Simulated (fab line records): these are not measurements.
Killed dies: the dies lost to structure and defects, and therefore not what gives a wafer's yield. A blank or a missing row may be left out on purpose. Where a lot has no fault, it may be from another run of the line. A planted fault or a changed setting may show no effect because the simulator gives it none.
Matching of chambers || flow nand_harc || 4 sister chambers for NHARC_P_CONTACT_ETCH_35 on rie_diel-02
The step etches the open film in CF4, target depth 39 nm, time 65 s. 4 wafers are shown with their chamber, then 9 later ones without.

== WAFERS, EACH WITH ITS CHAMBER ==
{"wafer": "L078.5", "chamber": 2, "drypump_motor_current_A (A)": 5.3}
{"wafer": "L082.4", "chamber": 1, "drypump_motor_current_A (A)": 5.8}
{"wafer": "L084.4", "chamber": 3, "drypump_motor_current_A (A)": 5.9}
{"wafer": "L084.5", "chamber": 0, "drypump_motor_current_A (A)": 5.2}

== WAFERS WHOSE CHAMBER IS MISSING ==
{"wafer": "L085.4", "drypump_motor_current_A (A)": 5.2}
{"wafer": "L085.5", "drypump_motor_current_A (A)": 5.2}
{"wafer": "L085.6", "drypump_motor_current_A (A)": 6.0}
{"wafer": "L090.2", "drypump_motor_current_A (A)": 5.2}
{"wafer": "L090.4", "drypump_motor_current_A (A)": 5.3}
{"wafer": "L090.5", "drypump_motor_current_A (A)": 5.9}
{"wafer": "L095.2", "drypump_motor_current_A (A)": 5.8}
{"wafer": "L095.4", "drypump_motor_current_A (A)": 5.2}
{"wafer": "L095.6", "drypump_motor_current_A (A)": 5.2}

== CHAMBER TAKEN BY EACH ==
{"wafer": "L085.4", "from the rows above": 0, "in truth": 0}
{"wafer": "L085.5", "from the rows above": 0, "in truth": 0}
{"wafer": "L085.6", "from the rows above": 3, "in truth": 3}
{"wafer": "L090.2", "from the rows above": 0, "in truth": 0}
{"wafer": "L090.4", "from the rows above": 2, "in truth": 2}
{"wafer": "L090.5", "from the rows above": 3, "in truth": 3}
{"wafer": "L095.2", "from the rows above": 1, "in truth": 1}
{"wafer": "L095.4", "from the rows above": 0, "in truth": 0}
{"wafer": "L095.6", "from the rows above": 0, "in truth": 0}
9 of 9 placed correctly. Not placeable from these rows: 0. Number placed wrongly: 0.
How it was worked out, from the rows above alone: a wafer's distance from a chamber is the root of the sum, over the readings, of the square of ((its reading less the chamber's mean) divided by the reading's scatter). If the next closest chamber is less than 2 further off than the closest, the wafer can't be placed; otherwise it belongs to the closest. Each chamber's mean is taken over the wafers shown for it. The scatter (one wafer shown for each chamber): square how far every hidden wafer sits from the nearest shown wafer, average those squares and take the square root.
